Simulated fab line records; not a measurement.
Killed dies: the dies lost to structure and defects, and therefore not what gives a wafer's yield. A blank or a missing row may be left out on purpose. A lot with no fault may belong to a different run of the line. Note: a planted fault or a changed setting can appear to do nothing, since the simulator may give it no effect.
Struck lot and sound lot, side by side ; flow n5-finfet ; 15 steps out of a route of 1938
Sound: wafers L312.2, L312.5, L312.6. Wafers struck: L308.2, L308.4, L308.6. At the end, the cause is stated.
For every step that has rows: the tool of each side, followed by ch and its chambers, followed by its first start. Under that, the readings that differ: sound wafers ; struck wafers ; difference of the means ; sigmas: that difference in standard deviations of wafers without a fault.
alike: same words and numbers on both sides, and readings whose means sit less than 2 such deviations apart. not compared: any withheld reading, any reading some wafer has no value for, any bound like >300 that may hide the same value, and any number with overlapping values for which the record gives no deviation.
The two part at a step that has a row with sigmas, a row that says differs or no value, or rows on one side only. When numbers do not overlap yet have no deviation, they are printed without sigmas and do not part them. A reading missing from all wafers of one side parts the sides only when that side holds two or more wafers.

N5_GATE_CUT_CUT_ETCH_54: etches TiN in Cl2/BCl3, target depth 96.7 nm.
  sound on rie-metal-01 ch 0,1, day 9 07:04; struck on rie-metal-01 ch 0,1, day 8 06:32
  alike: drypump-motor-current-A, etch-rf-on-time-s, oes-product-au, throttle-valve-pct
  not compared: rf-hours-counter-h
then, 2 steps without rows for these wafers: N5_GATE_CUT_CUT_ETCH_55 (etches HfO2 in BCl3, target depth 3.2 nm); N5_GATE_CUT_ETCH_47 (etches SiO2 in Cl2/BCl3, target depth 10 nm).
N5_GATE_CUT_VAPOR_ETCH_48: etches TiN in BCl3/Cl2.
  sound on rie-metal-01 ch 0,1, day 9 07:11; struck on rie-metal-01 ch 0,1, day 8 06:39
  alike: drypump-motor-current-A, oes-product-au
then, 1 step without rows for these wafers: N5_GATE_CUT_VAPOR_ETCH_49 (etches TiAlC in BCl3/Cl2).
N5_GATE_CUT_VAPOR_ETCH_51: etches HfO2 in BCl3/Cl2.
  sound on rie-metal-01 ch 0,1, day 9 07:14; struck on rie-metal-01 ch 0,1, day 8 06:43
  alike: drypump-motor-current-A, oes-product-au
N5_GATE_CUT_STRIP_21: strips in N2/H2, time 30 s.
  sound on plasma-asher-02 ch 0,1, day 9 07:19; struck on plasma-asher-02 ch 0,1, day 8 06:46
  alike: drypump-motor-current-A, heater-power-w
  not compared: rf-hours-counter-h
then, 2 steps without rows for these wafers: N5_GATE_CUT_STRIP_29 (strips in post etch residue remover, time 60 s); N5_GATE_CUT_SRD_52 (time 30 s).
N5_GATE_CUT_ALD_22: deposits SiNx, target thk 16 nm, pulse time 1 s, ald cycles 320.
  sound on ald-sin-03 ch 0,1,3, day 9 07:29; struck on ald-sin-03 ch 0,1,3, day 8 06:55
  alike: heater-power-w, precursor-pulse-height-rel
then, 1 step without rows for these wafers: N5_GATE_CUT_CMP_23 (polishes, stops on SiO2, t overpolish 23.4 s, target thk 16 nm).
N5_GATE_CUT_THK_MEAS_24:
  struck on film-metro-02, day 8 08:43; sound on film-metro-02, day 9 09:16
  alike: GC_FILL_THK
N5_GATE_CUT_CMP_43: polishes SiO2.
  sound on cmp-01 ch 0,1, day 9 09:19; struck on cmp-02 ch 1,2,3, day 8 08:54
  no value came back on the struck wafers for edge-zone-pressure-frac, motor-current-A (A), retaining-ring-pressure-frac, slurry-flow-ml-min; on the sound wafers edge-zone-pressure-frac reads 0.994 0.992 0.996
reading;sound;struck;difference;sigmas
model.SiO2_of_GATE_CUT_HM_DEP_46.thk-nm (nm);5 5.2 5.2;104.8 104.8 104.2;+99.5;
model.SiNx_of_GATE_CUT_ALD_22.thk-nm (nm);6.4 6.4 6;16 16 16;+10;
then, 1 step without rows for these wafers: N5_GATE_CUT_CMP_61 (polishes, stops on SiNx, t overpolish 3 s).
N5_BEOL_M4_RC_MEAS_101:
  the record has rows for the sound wafers here (prober-01 ch 0, day 12 12:22) and none for the struck ones

## WHERE THEY PART
First at N5_GATE_CUT_CMP_43; last, within this record, at N5_BEOL_M4_RC_MEAS_101.

WHY: whatever the simulator had introduced
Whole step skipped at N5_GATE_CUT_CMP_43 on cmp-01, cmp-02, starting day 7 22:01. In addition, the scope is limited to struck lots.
